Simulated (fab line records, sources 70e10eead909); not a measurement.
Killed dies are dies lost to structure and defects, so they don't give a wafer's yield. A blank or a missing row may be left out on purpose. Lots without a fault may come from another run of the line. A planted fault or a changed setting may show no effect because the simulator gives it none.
A struck lot beside a sound one | flow nand_harc | 14 steps out of a route of 1159
Sound: wafers L853.1, L853.5, L853.6. Struck: wafers L861.3, L861.5, L861.6. The cause comes at the end.
At each step with rows: each side's tool, then ch and its chambers, then its first start. Under that, the readings that differ: sound wafers | struck wafers | difference of the means | sigmas: that difference in standard deviations of wafers without a fault.
alike: readings whose means differ by less than 2 such deviations, and words and numbers that are the same on both sides. not compared: withheld readings, readings that some wafer has no value for, bounds like >300 that may hide the same value, and numbers for which the record gives no deviation and whose values overlap.
The two part at a step that has a row with sigmas, a row that says differs or no value, or rows on one side only. Numbers that don't overlap but have no deviation are shown without sigmas and don't part them. A reading that every wafer of one side lacks parts them only if that side has two wafers or more.

first, 9 steps without rows for these wafers: NHARC_P_GATE_STRIP_50 (strips in SPM, time 900 s); NHARC_P_GATE_DEHYDRATE_51 (time 120 s); NHARC_P_GATE_HMDS_52 (time 30 s); NHARC_P_GATE_COAT_53; NHARC_P_GATE_SOFTBAKE_54 (time 95 s); NHARC_P_GATE_EBR_55; NHARC_P_GATE_EXPOSE_56 (exposes mask P PSD, target cd 720 nm); NHARC_P_GATE_PEB_57 (peb time 85 s); NHARC_P_GATE_DEVELOP_58 (time 70 s).
NHARC_P_GATE_CD_MEAS_59: target cd 720 nm.
  sound on cd_sem-03 ch 0, day 6 10:50; struck on cd_sem-03 ch 0, day 8 17:35
  alike: cd_nm
then, 1 step without rows for these wafers: NHARC_P_GATE_HARDBAKE_60 (time 80 s).
NHARC_P_GATE_DESCUM_61: chemistry O2, time 3 s.
  sound on rie_diel-07 ch 1,2, day 6 11:16; struck on rie_diel-10 ch 0,2,3, day 8 17:46
  reading                         | sound          | struck         | difference | sigmas
  showerhead_plenum_p_Torr (Torr) | 1.81 1.83 1.81 | 2.03 2.05 1.98 | +0.20      | +2
  alike: drypump_motor_current_A, oes_product_au, rf_vpp_V, throttle_valve_pct
  not compared: rf_hours_counter_h
NHARC_P_GATE_IMPLANT_62:
  sound on implanter-02 ch 0, day 6 11:25; struck on implanter-02, day 8 17:57
  no value came back on the struck wafers for beam_energy_keV, beam_on_s (s); on the sound wafers beam_energy_keV reads 19.996 19.997 19.996
NHARC_P_GATE_STRIP_112: strips in N2/H2, time 200 s.
  sound on plasma_asher-01 ch 0,1, day 6 11:41; struck on plasma_asher-01 ch 0,1, day 8 18:41
  alike: drypump_motor_current_A, heater_power_w
  not compared: rf_hours_counter_h

WHERE THEY PART
First at NHARC_P_GATE_DESCUM_61; last, within this record, at NHARC_P_GATE_IMPLANT_62. Later steps at which nothing parts them and some readings are alike: NHARC_P_GATE_STRIP_112.

WHY: what the simulator had put in
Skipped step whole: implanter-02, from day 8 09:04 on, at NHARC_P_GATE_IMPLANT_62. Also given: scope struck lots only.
